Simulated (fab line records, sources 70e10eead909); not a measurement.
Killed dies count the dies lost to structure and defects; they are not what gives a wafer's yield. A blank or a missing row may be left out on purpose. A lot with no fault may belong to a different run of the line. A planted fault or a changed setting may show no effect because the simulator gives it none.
A lot that was struck, set against a sound lot :: flow nand_harc :: 27 steps out of a route of 1302
Sound: the wafers L417.1, L417.2, L417.5. Struck: wafers L423.1, L423.4, L423.6. Last of all comes the cause.
At each step with rows: each side's tool, then ch and its chambers, then its first start. Under that, the readings that differ: sound wafers :: struck wafers :: difference of the means :: sigmas: that difference in standard deviations of wafers without a fault.
alike: readings with means less than 2 such deviations apart, plus words and numbers identical on both sides. not compared: withheld readings, readings lacking a value on some wafer, bounds such as >300 that could conceal the same value, and numbers that have no deviation in the record and whose values overlap.
The two part at a step that has a row with sigmas, a row that says differs or no value, or rows on one side only. Numbers that have no deviation but don't overlap get no sigmas and don't part them. A reading missing from all wafers of one side parts the sides only when that side holds two or more wafers.

first, 1 step without rows for these wafers: NHARC_A_ONON_D1_DEP_19 (target thk 1000 nm).
NHARC_A_ONON_D1_THK_MEAS_21: measures by ellipsometry.
  sound on film_metro-02 at day 9 21:38; struck on film_metro-01 at day 12 19:59
reading: thk_nm (nm)
sound: 1031 1030 1030
struck: 1005 1003 1004
difference: -26
sigmas: -2
then, no rows for these wafers at 1 step: NHARC_A_ONON_D1_DEP_22 (target thk 1000 nm).
NHARC_A_ONON_D1_THK_MEAS_24: measures by ellipsometry.
  sound on film_metro-01 at day 9 22:12; struck on film_metro-01 at day 12 20:33
  alike: thk_nm
then, no rows for these wafers at 1 step: NHARC_A_ONON_D1_DEP_25 (target thk 1000 nm).
NHARC_A_ONON_D1_THK_MEAS_27: measures by ellipsometry.
  sound on film_metro-01 at day 9 22:46; struck on film_metro-02 at day 12 21:07
  alike: thk_nm
then, no rows for these wafers at 1 step: NHARC_A_ONON_D1_DEP_28 (target thk 1000 nm).
NHARC_A_ONON_D1_THK_MEAS_30: measures by ellipsometry.
  sound on film_metro-02 at day 9 23:20; struck on film_metro-02 at day 12 21:41
reading: thk_nm (nm)
sound: 1002 1004 1004
struck: 1031 1032 1031
difference: +28
sigmas: +3
NHARC_A_ONON_D1_DEP_33: deposits SiO2, target thk 200 nm.
  sound on pecvd-02 ch 1,2, day 9 23:23; struck on pecvd-03 ch 0,1,2, day 12 21:47
  alike: heater_power_w, rf_fwd_power_W, throttle_valve_pct
NHARC_A_ONON_D1_THK_MEAS_34: measures by ellipsometry.
  sound on film_metro-01 at day 9 23:48; struck on film_metro-01 at day 12 22:09
  alike: thk_nm
NHARC_A_ONON_D1_INSPECT_32:
  sound on defect_inspect-02 at day 9 23:53; struck on defect_inspect-01 at day 12 22:14
  alike: raw_defect_count
NHARC_A_CHANNEL_HOLE_D1_DEP_00: deposits aC, target thk 3100 nm.
  sound on acl_dep-01 ch 0, day 10 03:40; struck on acl_dep-03 ch 0, day 13 00:11
  alike: throttle_valve_pct
NHARC_A_CHANNEL_HOLE_D1_DEP_01: deposits SiON, target thk 140 nm.
  sound on pecvd-01 ch 0,1, day 10 05:36; struck on pecvd-01 ch 0,1,2, day 13 02:09
  alike: heater_power_w, rf_fwd_power_W
then, 10 steps without rows for these wafers: NHARC_A_CHANNEL_HOLE_D1_DEHYDRATE_02 (time 120 s); NHARC_A_CHANNEL_HOLE_D1_HMDS_03 (time 30 s); NHARC_A_CHANNEL_HOLE_D1_COAT_36 (time 75 s); NHARC_A_CHANNEL_HOLE_D1_COAT_37 (time 65 s); NHARC_A_CHANNEL_HOLE_D1_COAT_04 (resist thk 90 nm); NHARC_A_CHANNEL_HOLE_D1_SOFTBAKE_05 (time 55 s); NHARC_A_CHANNEL_HOLE_D1_EBR_06; NHARC_A_CHANNEL_HOLE_D1_EXPOSE_07 (exposes mask HOLE D1, target cd 100 nm); NHARC_A_CHANNEL_HOLE_D1_PEB_08 (peb time 65 s); NHARC_A_CHANNEL_HOLE_D1_DEVELOP_09 (develop time 35 s).
NHARC_A_CHANNEL_HOLE_D1_CD_MEAS_10: the cd target is 100 nm.
  sound on cd_sem-03 ch 0, day 10 06:12; struck on cd_sem-03 ch 0, day 13 02:51
  alike: cd_nm
NHARC_A_CHANNEL_HOLE_D1_OVL_MEAS_11:
  sound on overlay-02 at day 10 06:17; struck on overlay-01 at day 13 02:56
  alike: overlay_x_nm, overlay_y_nm
NHARC_A_CHANNEL_HOLE_D1_INSPECT_12:
  sound on defect_inspect-01 at day 10 06:19; struck on defect_inspect-02 at day 13 03:09
reading: raw_defect_count
sound: 5 7 3
struck: 314 279 294
difference: +291
sigmas: +99 or more
  not compared: hold
NHARC_END_SORT_01:
  the record has rows for the sound wafers here (prober-02 ch 0, day 25 19:30) and none for the struck ones

== WHERE THEY PART ==
Earliest at NHARC_A_ONON_D1_THK_MEAS_21; latest, in this record, at NHARC_END_SORT_01.

WHY: what had been put in by the simulator
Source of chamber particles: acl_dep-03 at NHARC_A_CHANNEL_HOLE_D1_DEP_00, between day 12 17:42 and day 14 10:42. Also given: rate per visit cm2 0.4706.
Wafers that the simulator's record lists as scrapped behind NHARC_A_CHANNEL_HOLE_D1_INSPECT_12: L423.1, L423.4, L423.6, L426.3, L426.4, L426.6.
